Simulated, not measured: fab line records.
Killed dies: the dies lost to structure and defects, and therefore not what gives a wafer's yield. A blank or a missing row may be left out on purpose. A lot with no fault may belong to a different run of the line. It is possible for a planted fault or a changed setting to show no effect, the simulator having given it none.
Which tool is to blame? / flow n5 finfet / 27 wafers from 9 lots sampled at 6 of the route's 1938 steps

== WHAT EACH GAUGE READ, for each wafer ==
N5_STI_FIN_REVEAL_FIN_H_MEAS_10.
lot=L114; measured=day 4 00:56; on=ocd-01; trench depth nm (nm)=51.6 51.7 51.8
lot=L115; measured=day 4 11:20; on=ocd-02; trench depth nm (nm)=52.8 51.0 53.1
lot=L117; measured=day 4 19:53; on=ocd-01; trench depth nm (nm)=52.2 52.0 52.1
lot=L119; measured=day 5 07:13; on=ocd-01; trench depth nm (nm)=52.7 52.2 51.7
lot=L121; measured=day 5 20:18; on=ocd-02; trench depth nm (nm)=46.0 53.2 45.9
lot=L123; measured=day 6 08:58; on=ocd-02; trench depth nm (nm)=45.3 52.0 45.1
lot=L127; measured=day 7 06:50; on=ocd-01; trench depth nm (nm)=52.4 51.2 52.3
lot=L128; measured=day 7 14:23; on=ocd-02; trench depth nm (nm)=53.2 51.7 52.7
lot=L131; measured=day 8 07:31; on=ocd-01; trench depth nm (nm)=52.4 51.7 51.4

N5_BEOL_M4_RC_MEAS_101.
lot=L114; measured=day 9 11:20; on=prober-02; DIBL_N (mV/V)=39.3 36.9 38.1; DIBL_P (mV/V)=39.6 36.2 36.6; IOFF_N (nA/um)=0.205 0.154 0.160; IOFF_P (nA/um)=0.27 0.21 0.21; ION_N (uA/um)=676 662 662; ION_P (uA/um)=471 456 455; SS_N (mV/dec)=72.0 71.2 71.5; SS_P (mV/dec)=75.0 74.1 74.0; VT_N (mV)=248 254 254; VT_P (mV)=-247 -253 -254
lot=L115; measured=day 9 17:29; on=prober-01; DIBL_N (mV/V)=36.7 38.2 37.4; DIBL_P (mV/V)=35.6 37.2 36.1; IOFF_N (nA/um)=0.160 0.192 0.167; IOFF_P (nA/um)=0.20 0.23 0.21; ION_N (uA/um)=682 669 680; ION_P (uA/um)=462 458 463; SS_N (mV/dec)=72.3 71.8 71.4; SS_P (mV/dec)=72.7 73.3 73.8; VT_N (mV)=249 245 247; VT_P (mV)=-252 -249 -249
lot=L117; measured=day 10 00:16; on=prober-02; DIBL_N (mV/V)=37.0 36.4 36.6; DIBL_P (mV/V)=36.3 35.2 36.0; IOFF_N (nA/um)=0.172 0.160 0.163; IOFF_P (nA/um)=0.20 0.18 0.19; ION_N (uA/um)=684 684 682; ION_P (uA/um)=466 468 461; SS_N (mV/dec)=72.0 71.0 71.5; SS_P (mV/dec)=73.8 73.5 73.7; VT_N (mV)=248 248 251; VT_P (mV)=-253 -253 -253
lot=L119; measured=day 10 20:08; on=prober-01; DIBL_N (mV/V)=39.2 32.8 35.6; DIBL_P (mV/V)=38.8 30.8 34.7; IOFF_N (nA/um)=0.220 0.107 0.146; IOFF_P (nA/um)=0.28 0.16 0.21; ION_N (uA/um)=699 658 670; ION_P (uA/um)=477 465 463; SS_N (mV/dec)=72.1 70.5 71.4; SS_P (mV/dec)=74.7 72.3 73.2; VT_N (mV)=243 254 252; VT_P (mV)=-247 -252 -252
lot=L121; measured=day 11 03:14; on=prober-01; DIBL_N (mV/V)=36.4 34.0 35.7; DIBL_P (mV/V)=37.6 35.2 37.5; IOFF_N (nA/um)=0.171 0.133 0.155; IOFF_P (nA/um)=0.28 0.25 0.28; ION_N (uA/um)=694 680 688; ION_P (uA/um)=480 485 480; SS_N (mV/dec)=71.3 70.9 71.4; SS_P (mV/dec)=73.8 73.3 74.7; VT_N (mV)=248 249 248; VT_P (mV)=-240 -243 -244
lot=L123; measured=day 11 14:01; on=prober-02; DIBL_N (mV/V)=38.0 36.2 33.9; DIBL_P (mV/V)=39.2 36.7 34.5; IOFF_N (nA/um)=0.202 0.174 0.133; IOFF_P (nA/um)=0.22 0.19 0.16; ION_N (uA/um)=691 681 667; ION_P (uA/um)=464 458 457; SS_N (mV/dec)=72.0 71.3 70.4; SS_P (mV/dec)=74.4 73.9 73.4; VT_N (mV)=245 248 251; VT_P (mV)=-251 -252 -256
lot=L127; measured=day 13 01:37; on=prober-02; DIBL_N (mV/V)=34.4 35.9 34.5; DIBL_P (mV/V)=34.3 36.0 33.9; IOFF_N (nA/um)=0.118 0.145 0.125; IOFF_P (nA/um)=0.18 0.21 0.18; ION_N (uA/um)=667 662 662; ION_P (uA/um)=462 456 463; SS_N (mV/dec)=70.8 71.1 71.1; SS_P (mV/dec)=72.6 73.1 72.5; VT_N (mV)=256 250 252; VT_P (mV)=-251 -251 -252
lot=L128; measured=day 13 12:47; on=prober-01; DIBL_N (mV/V)=38.1 37.2 38.8; DIBL_P (mV/V)=38.5 36.4 38.3; IOFF_N (nA/um)=0.208 0.179 0.202; IOFF_P (nA/um)=0.24 0.20 0.25; ION_N (uA/um)=692 673 686; ION_P (uA/um)=468 455 466; SS_N (mV/dec)=71.7 71.9 72.1; SS_P (mV/dec)=73.9 73.5 74.6; VT_N (mV)=247 249 246; VT_P (mV)=-249 -254 -250
lot=L131; measured=day 14 00:35; on=prober-02; DIBL_N (mV/V)=36.8 36.1 36.3; DIBL_P (mV/V)=37.8 37.0 36.7; IOFF_N (nA/um)=0.184 0.167 0.166; IOFF_P (nA/um)=0.23 0.21 0.21; ION_N (uA/um)=694 684 680; ION_P (uA/um)=471 464 459; SS_N (mV/dec)=71.0 71.1 71.8; SS_P (mV/dec)=73.2 72.9 73.4; VT_N (mV)=246 248 247; VT_P (mV)=-249 -251 -253

== EACH LOT AND THE TOOL THAT RAN IT (in order: tool; ch and the chambers of the sampled wafers; start) ==
lot=L114; N5_STI_FIN_REVEAL_ALD_14=ald sin-04 ch 0,2,3, day 3 16:19; N5_STI_FIN_REVEAL_DENSIFY_30=rtp anneal-02 ch 0, day 3 21:40; N5_STI_FIN_REVEAL_RECESS_09=vapor etch-01 ch 0,1, day 3 22:14; N5_STI_FIN_REVEAL_ETCH_34=rie si-02 ch 0,1,3, day 4 00:20
lot=L115; N5_STI_FIN_REVEAL_ALD_14=ald sin-03 ch 1,2,3, day 4 02:16; N5_STI_FIN_REVEAL_DENSIFY_30=rtp anneal-02 ch 0, day 4 07:37; N5_STI_FIN_REVEAL_RECESS_09=vapor etch-02 ch 0, day 4 08:05; N5_STI_FIN_REVEAL_ETCH_34=rie si-05 ch 0,1, day 4 10:43
lot=L117; N5_STI_FIN_REVEAL_ALD_14=ald sin-02 ch 0,2,3, day 4 10:49; N5_STI_FIN_REVEAL_DENSIFY_30=rtp anneal-02 ch 0, day 4 16:11; N5_STI_FIN_REVEAL_RECESS_09=vapor etch-02 ch 0,1, day 4 16:39; N5_STI_FIN_REVEAL_ETCH_34=rie si-04 ch 0,1,2, day 4 19:16
lot=L119; N5_STI_FIN_REVEAL_ALD_14=ald sin-03 ch 0,2, day 4 22:40; N5_STI_FIN_REVEAL_DENSIFY_30=rtp anneal-01 ch 0, day 5 04:04; N5_STI_FIN_REVEAL_RECESS_09=vapor etch-02 ch 0,1, day 5 04:31; N5_STI_FIN_REVEAL_ETCH_34=rie si-04 ch 0,1,3, day 5 06:37
lot=L121; N5_STI_FIN_REVEAL_ALD_14=ald sin-04 ch 1,2, day 5 11:37; N5_STI_FIN_REVEAL_DENSIFY_30=rtp anneal-02 ch 0, day 5 17:04; N5_STI_FIN_REVEAL_RECESS_09=vapor etch-02 ch 0,1, day 5 18:05; N5_STI_FIN_REVEAL_ETCH_34=rie si-05 ch 0,2,3, day 5 19:41
lot=L123; N5_STI_FIN_REVEAL_ALD_14=ald sin-04 ch 0,1,2, day 5 23:49; N5_STI_FIN_REVEAL_DENSIFY_30=rtp anneal-02 ch 0, day 6 05:10; N5_STI_FIN_REVEAL_RECESS_09=vapor etch-02 ch 0,1, day 6 05:39; N5_STI_FIN_REVEAL_ETCH_34=rie si-02 ch 0,1,2, day 6 07:44
lot=L127; N5_STI_FIN_REVEAL_ALD_14=ald sin-02 ch 2,3, day 6 21:53; N5_STI_FIN_REVEAL_DENSIFY_30=rtp anneal-02 ch 0, day 7 03:30; N5_STI_FIN_REVEAL_RECESS_09=vapor etch-01 ch 0,1, day 7 04:06; N5_STI_FIN_REVEAL_ETCH_34=rie si-04 ch 0,1, day 7 06:12
lot=L128; N5_STI_FIN_REVEAL_ALD_14=ald sin-04 ch 0,3, day 7 05:21; N5_STI_FIN_REVEAL_DENSIFY_30=rtp anneal-02 ch 0, day 7 10:58; N5_STI_FIN_REVEAL_RECESS_09=vapor etch-01 ch 0, day 7 11:26; N5_STI_FIN_REVEAL_ETCH_34=rie si-05 ch 1,2,3, day 7 13:46
lot=L131; N5_STI_FIN_REVEAL_ALD_14=ald sin-04 ch 0,2,3, day 7 22:58; N5_STI_FIN_REVEAL_DENSIFY_30=rtp anneal-02 ch 0, day 8 04:20; N5_STI_FIN_REVEAL_RECESS_09=vapor etch-01 ch 0,1, day 8 04:50; N5_STI_FIN_REVEAL_ETCH_34=rie si-04 ch 0,2,3, day 8 06:55
- N5_STI_FIN_REVEAL_ALD_14: deposits Si3N4, target thk 3 nm.
- N5_STI_FIN_REVEAL_DENSIFY_30
- N5_STI_FIN_REVEAL_RECESS_09: chemistry HF/NH3, target SiO2, afs cycles 11, target depth 42.5 nm, sublimation time 60 s.
- N5_STI_FIN_REVEAL_ETCH_34: etches Si in H2, material Si, target depth 0.97 nm.

== AS READ BY THE TOOLS THEMSELVES (means over the sampled wafers that have a number; for cases with no such wafer, the mark the record gives instead) ==
N5_STI_FIN_REVEAL_ALD_14.
lot=L114; tool=ald sin-04; chamber pressure Torr (Torr)=2.002; heater power w (W)=789
lot=L115; tool=ald sin-03; chamber pressure Torr (Torr)=2.004; heater power w (W)=827
lot=L117; tool=ald sin-02; chamber pressure Torr (Torr)=2.001; heater power w (W)=808
lot=L119; tool=ald sin-03; chamber pressure Torr (Torr)=1.998; heater power w (W)=695
lot=L121; tool=ald sin-04; chamber pressure Torr (Torr)=1.999; heater power w (W)=829
lot=L123; tool=ald sin-04; chamber pressure Torr (Torr)=2.001; heater power w (W)=807
lot=L127; tool=ald sin-02; chamber pressure Torr (Torr)=2.001; heater power w (W)=769
lot=L128; tool=ald sin-04; chamber pressure Torr (Torr)=1.999; heater power w (W)=833
lot=L131; tool=ald sin-04; chamber pressure Torr (Torr)=2.001; heater power w (W)=800

N5_STI_FIN_REVEAL_DENSIFY_30.
lot=L114; tool=rtp anneal-02; lamp power pct (%)=11.57; lamp_zone_1_pct (%)=11.540; lamp_zone_5_pct (%)=11.538
lot=L115; tool=rtp anneal-02; lamp power pct (%)=11.56; lamp_zone_1_pct (%)=11.529; lamp_zone_5_pct (%)=11.527
lot=L117; tool=rtp anneal-02; lamp power pct (%)=11.55; lamp_zone_1_pct (%)=11.540; lamp_zone_5_pct (%)=11.543
lot=L119; tool=rtp anneal-01; lamp power pct (%)=11.58; lamp_zone_1_pct (%)=11.526; lamp_zone_5_pct (%)=11.508
lot=L121; tool=rtp anneal-02; lamp power pct (%)=11.60; lamp_zone_1_pct (%)=11.511; lamp_zone_5_pct (%)=11.528
lot=L123; tool=rtp anneal-02; lamp power pct (%)=11.50; lamp_zone_1_pct (%)=11.534; lamp_zone_5_pct (%)=11.547
lot=L127; tool=rtp anneal-02; lamp power pct (%)=11.51; lamp_zone_1_pct (%)=11.515; lamp_zone_5_pct (%)=11.547
lot=L128; tool=rtp anneal-02; lamp power pct (%)=11.54; lamp_zone_1_pct (%)=11.520; lamp_zone_5_pct (%)=11.546
lot=L131; tool=rtp anneal-02; lamp power pct (%)=11.54; lamp_zone_1_pct (%)=11.518; lamp_zone_5_pct (%)=11.555

N5_STI_FIN_REVEAL_RECESS_09.
lot=L114; tool=vapor etch-01; drypump motor current A (A)=5.7
lot=L115; tool=vapor etch-02; drypump motor current A (A)=6.3
lot=L117; tool=vapor etch-02; drypump motor current A (A)=6.2
lot=L119; tool=vapor etch-02; drypump motor current A (A)=6.2
lot=L121; tool=vapor etch-02; drypump motor current A (A)=6.2
lot=L123; tool=vapor etch-02; drypump motor current A (A)=6.2
lot=L127; tool=vapor etch-01; drypump motor current A (A)=5.7
lot=L128; tool=vapor etch-01; drypump motor current A (A)=6.0
lot=L131; tool=vapor etch-01; drypump motor current A (A)=5.6

N5_STI_FIN_REVEAL_ETCH_34.
lot=L114; tool=rie si-02; drypump motor current A (A)=5.3; oes product au (a.u.)=1.002; throttle valve pct (%)=26.0
lot=L115; tool=rie si-05; drypump motor current A (A)=4.9; oes product au (a.u.)=1.021; throttle valve pct (%)=26.0
lot=L117; tool=rie si-04; drypump motor current A (A)=6.0; oes product au (a.u.)=0.997; throttle valve pct (%)=25.5
lot=L119; tool=rie si-04; drypump motor current A (A)=5.6; oes product au (a.u.)=1.003; throttle valve pct (%)=25.7
lot=L121; tool=rie si-05; drypump motor current A (A)=5.6; oes product au (a.u.)=1.007; throttle valve pct (%)=25.9
lot=L123; tool=rie si-02; drypump motor current A (A)=5.5; oes product au (a.u.)=1.007; throttle valve pct (%)=25.9
lot=L127; tool=rie si-04; drypump motor current A (A)=5.7; oes product au (a.u.)=1.004; throttle valve pct (%)=25.5
lot=L128; tool=rie si-05; drypump motor current A (A)=5.6; oes product au (a.u.)=1.004; throttle valve pct (%)=26.1
lot=L131; tool=rie si-04; drypump motor current A (A)=5.8; oes product au (a.u.)=0.983; throttle valve pct (%)=25.7

== THE ANSWER, worked out from the rows above alone ==
Rule: the usual values come from the lots themselves. The widest of any qualifying gaps counts: lots, ordered by their means at a reading, are off when they make up no more than a third of the lots, leave a main group of 4 or more, and stand apart from it by 3 or more times the standard deviation of that group's means. If all means in a main group match to the digits the tables above print for the reading, that group is not used. Also off: a lot with no number at a reading for which 4 or more lots have one. Any other lot the step has rows for is counted as sound. The gauges are gone through in route order, then the tools' own readings, and for those a lot's mean is taken as printed above. At the first step where some lot is off, the reading lying furthest off is the one used; lots without a number count as furthest.
Off at N5_STI_FIN_REVEAL_FIN_H_MEAS_10 (trench depth nm): L121, L123. The main group has a mean of 52.1 nm with a standard deviation of 0.26.
If a tool, at a process step before that reading, ran all the lots that are off and no sound lot after the first of them, it fits. The gauges at N5_STI_FIN_REVEAL_FIN_H_MEAS_10 are tried like those tools. One fits: vapor etch-02 at N5_STI_FIN_REVEAL_RECESS_09. Its last sound lot is L119 (day 5 04:31), its first lot that is off L121 (day 5 18:05): a fault that began between those two fits.

== WHAT HAD BEEN PUT IN BY THE SIMULATOR ==
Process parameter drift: vapor etch-02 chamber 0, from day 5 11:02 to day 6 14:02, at N5_STI_FIN_REVEAL_RECESS_09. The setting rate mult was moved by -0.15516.
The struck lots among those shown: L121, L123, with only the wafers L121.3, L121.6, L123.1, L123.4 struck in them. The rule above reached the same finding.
